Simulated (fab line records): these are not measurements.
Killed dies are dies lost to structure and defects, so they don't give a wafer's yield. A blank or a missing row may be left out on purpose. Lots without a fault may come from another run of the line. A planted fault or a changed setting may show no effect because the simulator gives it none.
Which tool is to blame?    flow n5 finfet    24 lots, 72 wafers sampled, at 1 step of a route of 1938

== WHAT EACH GAUGE READ, for each wafer ==
N5_BEOL_M4_INSPECT_13: inspects for defects (brightfield). Usual: raw defect count 396, standard deviation 92.
lot   measured      on                 raw defect count  flag
L074  day 7 05:35   defect inspect-01  395 417 398       
L075  day 7 22:05   defect inspect-01  263 342 349       
L076  day 8 05:14   defect inspect-01  537 439 565       
L077  day 8 07:44   defect inspect-02  445 439 572       
L078  day 8 09:14   defect inspect-02  364 443 548       
L079  day 8 17:11   defect inspect-01  314 489 303       
L080  day 9 04:34   defect inspect-01  381 364 267       
L082  day 9 04:44   defect inspect-01  352 320 433       
L081  day 9 12:31   defect inspect-01  429 376 354       
L083  day 9 12:43   defect inspect-01  445 363 341       
L084  day 9 20:35   defect inspect-02  385 319 374       
L085  day 10 02:01  defect inspect-02  449 336 289       
L087  day 10 14:57  defect inspect-02  273 341 401       
L086  day 10 21:06  defect inspect-02  413 304 426       
L089  day 11 03:28  defect inspect-01  354 377 585       
L088  day 11 05:51  defect inspect-01  356 254 264       
L090  day 11 06:37  defect inspect-02  368 362 479       
L091  day 11 11:50  defect inspect-02  292 304 365       
L092  day 11 23:02  defect inspect-01  511 361 439       
L094  day 12 08:25  defect inspect-01  360 361 504       
L093  day 12 08:38  defect inspect-02  464 586 456       
L095  day 12 12:16  defect inspect-02  288 229 252       
L096  day 12 20:28  defect inspect-01  241 352 417       
L097  day 13 12:52  defect inspect-02  407 335 328       

== WHICH TOOL RAN EACH LOT (tool, then ch and the chambers of the sampled wafers, then the start) ==
The record shows no process step preceding these readings.

== WHAT THE TOOLS THEMSELVES READ (means of the sampled wafers that have a number; where no wafer has one, the mark that the record gives instead) ==
The record holds no such reading with a usual standard deviation.

== THE ANSWER, worked out from the rows above alone ==
Rule: a lot is off if the mean of its wafers that have a number lies more than 3 standard deviations from the usual mean. A lot without any number at a reading at which 4 lots or more have one is off too. Any other lot the step has rows for is counted as sound. The gauges are gone through in route order, then the tools' own readings, and for those a lot's mean is taken as printed above. At the first step where some lot is off, the reading lying furthest off is the one used; lots without a number count as furthest.
No lot is off on any of the readings shown, so nothing can be concluded from this.

== WHAT THE SIMULATOR HAD INSERTED ==
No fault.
